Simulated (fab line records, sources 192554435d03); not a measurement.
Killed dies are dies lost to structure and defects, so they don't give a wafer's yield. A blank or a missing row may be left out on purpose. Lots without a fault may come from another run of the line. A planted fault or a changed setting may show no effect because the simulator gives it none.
A struck lot beside a sound one | flow n5_finfet | 14 steps out of a route of 1938
Sound: wafers L291.3, L291.4, L291.6. Struck: wafers L290.1, L290.4, L290.5. The cause comes at the end.
At each step with rows: each side's tool, then ch and its chambers, then its first start. Under that, the readings that differ: sound wafers | struck wafers | difference of the means | sigmas: that difference in standard deviations of wafers without a fault.
alike: readings whose means differ by less than 2 such deviations, and words and numbers that are the same on both sides. not compared: withheld readings, readings that some wafer has no value for, bounds like >300 that may hide the same value, and numbers for which the record gives no deviation and whose values overlap.
The two part at a step that has a row with sigmas, a row that says differs or no value, or rows on one side only. Numbers that don't overlap but have no deviation are shown without sigmas and don't part them. A reading that every wafer of one side lacks parts them only if that side has two wafers or more.

N5_BEOL_M11_ETCH_61: etches SiARC in CF4, target depth 39 nm, time 65 s.
  sound on rie_diel-05 ch 1,2, day 14 08:25; struck on rie_diel-04 ch 0,1, day 14 08:14
  alike: cf4_flow_sccm, drypump_motor_current_A, etch_rf_on_time_s, oes_product_au, rf_vpp_V, showerhead_plenum_p_Torr, throttle_valve_pct
  not compared: rf_hours_counter_h
N5_BEOL_M11_ETCH_62: etches SOC in N2/H2, target depth 110 nm, overetch 22 nm, time 165 s.
  sound on rie_diel-05 ch 1,2, day 14 08:28; struck on rie_diel-04 ch 0,1, day 14 08:17
  alike: drypump_motor_current_A, oes_product_au, rf_vpp_V, showerhead_plenum_p_Torr, throttle_valve_pct
  not compared: rf_hours_counter_h
then, 1 step without rows for these wafers: N5_BEOL_M11_STRIP_68 (strips in N2/H2).
N5_BEOL_M11_STRIP_67: strips in CF4.
  sound on rie_diel-05 ch 1,2, day 14 08:37; struck on rie_diel-04 ch 0,1, day 14 08:26
  alike: cf4_flow_sccm, drypump_motor_current_A, oes_product_au, rf_vpp_V, showerhead_plenum_p_Torr, throttle_valve_pct
  not compared: rf_hours_counter_h
N5_BEOL_M11_HM_OPEN_17: chemistry Cl2/BCl3, target TiN, target depth 20 nm, overetch 6 nm.
  sound on rie_metal-03 ch 0,1, day 14 08:41; struck on rie_metal-02 ch 1, day 14 08:28
  reading                     | sound          | struck         | difference | sigmas
  drypump_motor_current_A (A) | 6.04 6.05 6.02 | 5.46 5.48 5.46 | -0.57      | -3
  alike: oes_product_au, throttle_valve_pct
  not compared: rf_hours_counter_h
N5_BEOL_M11_STRIP_19: strips in O2.
  sound on rie_diel-05 ch 1,2, day 14 08:46; struck on rie_diel-04 ch 1,3, day 14 08:35
  reading               | sound          | struck         | difference | sigmas
  oes_product_au (a.u.) | 0.71 0.71 0.70 | 0.89 0.90 0.82 | +0.16      | +2
  alike: drypump_motor_current_A, rf_vpp_V, showerhead_plenum_p_Torr, throttle_valve_pct
  not compared: rf_hours_counter_h
N5_BEOL_M11_CD_MEAS_18: pitch 140 nm, target cd 70 nm.
  sound on cd_sem-02, day 14 08:50; struck on cd_sem-02, day 14 08:39
  alike: cd_nm
then, 5 steps without rows for these wafers: N5_BEOL_M11_COAT_63 (time 60 s, resist thk 100 nm); N5_BEOL_M11_COAT_64 (time 60 s, resist thk 30 nm); N5_BEOL_M11_COAT_22 (resist thk 90 nm); N5_BEOL_M11_EBR_24; N5_BEOL_M11_SOFTBAKE_23 (time 60 s).
N5_BEOL_M11_EXPOSE_25: exposes mask V10.
  sound on arfi_scanner-02 ch 0, day 14 12:10; struck on arfi_scanner-01, day 14 08:48
  no value came back on the struck wafers for exposure_dose_mJ_cm2, focus_offset_nm (nm); on the sound wafers exposure_dose_mJ_cm2 reads 85.53 85.39 85.35
  alike: mask
then, 1 step without rows for these wafers: N5_BEOL_M11_PEB_26 (peb time 60 s).

WHERE THEY PART
First at N5_BEOL_M11_HM_OPEN_17; last, within this record, at N5_BEOL_M11_EXPOSE_25.

WHY: what the simulator had put in
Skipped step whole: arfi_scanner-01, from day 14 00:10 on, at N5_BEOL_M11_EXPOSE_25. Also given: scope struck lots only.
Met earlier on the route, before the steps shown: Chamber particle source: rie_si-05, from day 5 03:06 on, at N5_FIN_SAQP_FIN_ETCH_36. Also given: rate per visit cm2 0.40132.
